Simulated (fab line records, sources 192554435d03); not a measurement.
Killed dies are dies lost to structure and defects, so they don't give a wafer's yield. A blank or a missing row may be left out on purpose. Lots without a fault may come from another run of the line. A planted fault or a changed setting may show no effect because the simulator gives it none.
A struck lot beside a sound one | flow n5_finfet | 15 steps out of a route of 1938
Sound: wafers L118.3, L118.4, L118.6. Struck: wafer L125.4. (L125.2, L125.5 of the same lot were not struck and are left out.) The cause comes at the end.
At each step with rows: each side's tool, then ch and its chambers, then its first start. Under that, the readings that differ: sound wafers | struck wafers | difference of the means | sigmas: that difference in standard deviations of wafers without a fault.
alike: readings whose means differ by less than 2 such deviations, and words and numbers that are the same on both sides. not compared: withheld readings, readings that some wafer has no value for, bounds like >300 that may hide the same value, and numbers for which the record gives no deviation and whose values overlap.
The two part at a step that has a row with sigmas, a row that says differs or no value, or rows on one side only. Numbers that don't overlap but have no deviation are shown without sigmas and don't part them. A reading that every wafer of one side lacks parts them only if that side has two wafers or more.

first, 1 step without rows for these wafers: N5_HKMG_FIN_ALD_72 (deposits W, target thk 2 nm, pulse time 1 s, purge time 2 s).
N5_HKMG_FIN_W_FILL_22: material W, target thk 60 nm, time 18.2 s.
  sound on cvd_w-01 ch 0,1, day 5 01:13; struck on cvd_w-02 ch 1, day 6 20:53
  alike: heater_power_w, throttle_valve_pct
  not compared: since_wet_clean_h
then, 2 steps without rows for these wafers: N5_HKMG_FIN_PRECLEAN_83 (cleans in DIW, time 57.5 s); N5_HKMG_FIN_SRD_84 (dry time 32 s).
N5_HKMG_FIN_CMP_23: polishes, stops on SiNx, t overpolish 10 s, target thk 46.326 nm.
  sound on cmp-02 ch 0,1,2, day 5 01:19; struck on cmp-01 ch 1, day 6 21:09
  reading                 | sound             | struck | difference | sigmas
  edge_zone_pressure_frac | 0.992 0.999 1.001 | 1.009  | +0.012     | +2
  alike: motor_current_A, overpolish_run_s, retaining_ring_pressure_frac, slurry_flow_ml_min, time_to_endpoint_s
N5_HKMG_FIN_CMP_94: polishes, stops on SiNx, t overpolish 4.7 s, target thk 43.299 nm.
  sound on cmp-02 ch 0,1,2, day 5 01:47; struck on cmp-01 ch 1, day 6 21:32
  reading                 | sound             | struck | difference | sigmas
  edge_zone_pressure_frac | 0.997 0.993 1.002 | 1.013  | +0.016     | +3
  alike: motor_current_A, retaining_ring_pressure_frac, slurry_flow_ml_min
N5_HKMG_FIN_INSPECT_28: inspects for defects (darkfield).
  sound on defect_inspect-01, day 5 02:01; struck on defect_inspect-02, day 6 21:42
  alike: raw_defect_count
then, 2 steps without rows for these wafers: N5_GATE_CUT_ETCHBACK_00 (etches W in SF6/Cl2); N5_GATE_CUT_ETCH_56 (etches TiN in Cl2/Ar, target depth 21.6 nm).
N5_GATE_CUT_ETCHBACK_30: etches TiN in Cl2/Ar, target depth 3 nm.
  sound on rie_metal-03 ch 0,1, day 5 02:17; struck on rie_metal-01 ch 0, day 6 21:57
  reading                | sound             | struck | difference | sigmas
  throttle_valve_pct (%) | 20.88 20.87 20.86 | 20.30  | -0.57      | -2
  alike: drypump_motor_current_A, oes_ar_750_au, oes_product_au
  not compared: rf_hours_counter_h
N5_GATE_CUT_VAPOR_ETCH_60: etches HfO2 in BCl3/Cl2.
  sound on rie_metal-03 ch 0,1, day 5 02:19; struck on rie_metal-01 ch 0, day 6 21:59
  alike: drypump_motor_current_A, oes_product_au
N5_GATE_CUT_ETCH_58: etches SiNx in CH3F/O2, target depth 17 nm, time 128.6 s.
  sound on rie_diel-06 ch 0,2,3, day 5 02:21; struck on rie_diel-04 ch 0, day 6 22:02
  reading                              | sound             | struck | difference | sigmas
  throttle_valve_pct (%)               | 16.71 16.58 16.19 | 15.78  | -0.71      | -2
  model.etch.depth_nm (nm)             | 16.93 16.52 17.26 | 13.71  | -3.19      |
  model.SiNx_of_SDB_ALD_29.thk_nm (nm) | 24.8 24.6 24.6    | 25     | +0         |
  alike: CH3F_flow_sccm, drypump_motor_current_A, oes_product_au, rf_vpp_V, showerhead_plenum_p_Torr
  not compared: rf_hours_counter_h
then, 1 step without rows for these wafers: N5_GATE_CUT_STRIP_59 (strips in N2/H2, time 20 s).
-- the record jumps here: 4 days lie between the struck wafers' starts before and after (it left off in module GATE_CUT and takes up again in module BEOL_M4, whose first step shown is number 1111 of the route) --
N5_BEOL_M4_RC_MEAS_101:
  sound on prober-02 ch 0, day 9 09:29; struck on prober-01 ch 0, day 10 20:57
  alike: DIBL_N, DIBL_P, IOFF_N, IOFF_P, ION_N, ION_P, SS_N, SS_P, VT_N, VT_P
-- the record jumps here: 4 days lie between the struck wafers' starts before and after (it left off in module BEOL_M4 and takes up again in module PASSIVATION, whose first step shown is number 1936 of the route) --
N5_PASSIVATION_PROBE_49:
  sound on prober-02, day 14 03:44; struck on prober-02, day 15 06:04
  alike: defect_limited_yield, killed_at_M0_to_M3, killed_at_M4_up, killed_at_contacts, killed_at_front_end, killed_at_other, killed_dies, killed_open, killed_short, sort_bin_5_function, sort_bin_6_memory, sort_n_pass, sort_yield_pct

WHERE THEY PART
First at N5_HKMG_FIN_CMP_23; last, within this record, at N5_GATE_CUT_ETCH_58. Later steps at which nothing parts them and some readings are alike: N5_BEOL_M4_RC_MEAS_101, N5_PASSIVATION_PROBE_49.

WHY: what the simulator had put in
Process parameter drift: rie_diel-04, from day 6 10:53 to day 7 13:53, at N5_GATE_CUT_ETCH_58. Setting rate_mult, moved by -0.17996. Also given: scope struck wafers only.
